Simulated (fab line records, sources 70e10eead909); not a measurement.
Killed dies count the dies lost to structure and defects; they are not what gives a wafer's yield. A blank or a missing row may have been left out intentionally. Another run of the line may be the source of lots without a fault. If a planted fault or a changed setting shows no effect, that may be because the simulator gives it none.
A lot that was struck, set against a sound lot :: flow nandHarc :: 13 steps out of a route of 1159
Sound: wafers L752.2, L752.3, L752.5. Wafers L763.1, L763.3, L763.4 were the ones struck. Last of all comes the cause.
Each step with rows lists, per side, the tool, then ch with its chambers, then its first start. Under that, the readings that differ: sound wafers :: struck wafers :: difference of the means :: sigmas: that difference in standard deviations of wafers without a fault.
alike: readings with means less than 2 such deviations apart, plus words and numbers identical on both sides. not compared: withheld readings, readings lacking a value on some wafer, bounds such as >300 that could conceal the same value, and numbers that have no deviation in the record and whose values overlap.
Wherever a step has rows on one side only, a row that says differs or no value, or a row with sigmas, the two part there. When numbers do not overlap yet have no deviation, they are printed without sigmas and do not part them. A reading that every wafer of one side lacks parts them only if that side has two wafers or more.

NHARC_P_START_INSPECT_01:
  sound: defectInspect-02 at day 1 18:02; struck: defectInspect-01 at day 4 12:02
  alike: rawDefectCount
then, 10 steps without rows for these wafers: NHARC_P_ZERO_WELL_PRECLEAN_00 (cleans in SPM, time 600 s); NHARC_P_ZERO_WELL_SRD_01; NHARC_P_ZERO_WELL_PECVD_02 (deposits SiO2, target thk 10 nm); NHARC_P_ZERO_WELL_DEHYDRATE_03 (time 120 s); NHARC_P_ZERO_WELL_HMDS_04 (time 30 s); NHARC_P_ZERO_WELL_COAT_64 (time 65 s); NHARC_P_ZERO_WELL_COAT_05 (resist thk 600 nm); NHARC_P_ZERO_WELL_SOFTBAKE_06 (time 70 s); NHARC_P_ZERO_WELL_EBR_07; NHARC_P_ZERO_WELL_EXPOSE_08 (exposes mask P ZERO, target cd 500 nm).
NHARC_P_ZERO_WELL_PEB_09: peb time 80 s.
  sound on lithoTrack-03 ch 0, day 1 19:02; struck on lithoTrack-02 ch 0, day 4 13:02
reading: plateTempC (C)
sound: 128.08 127.94 128.14
struck: 128.77 128.79 128.72
difference: +0.71
sigmas: +5
then, 1 step without rows for these wafers: NHARC_P_ZERO_WELL_DEVELOP_10 (time 50 s).

== WHERE THEY PART ==
At NHARC_P_ZERO_WELL_PEB_09 and nowhere else, as far as this record goes.

WHY: what had been put in by the simulator
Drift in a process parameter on lithoTrack-02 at NHARC_P_ZERO_WELL_PEB_09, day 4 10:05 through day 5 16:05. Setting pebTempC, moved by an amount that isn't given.
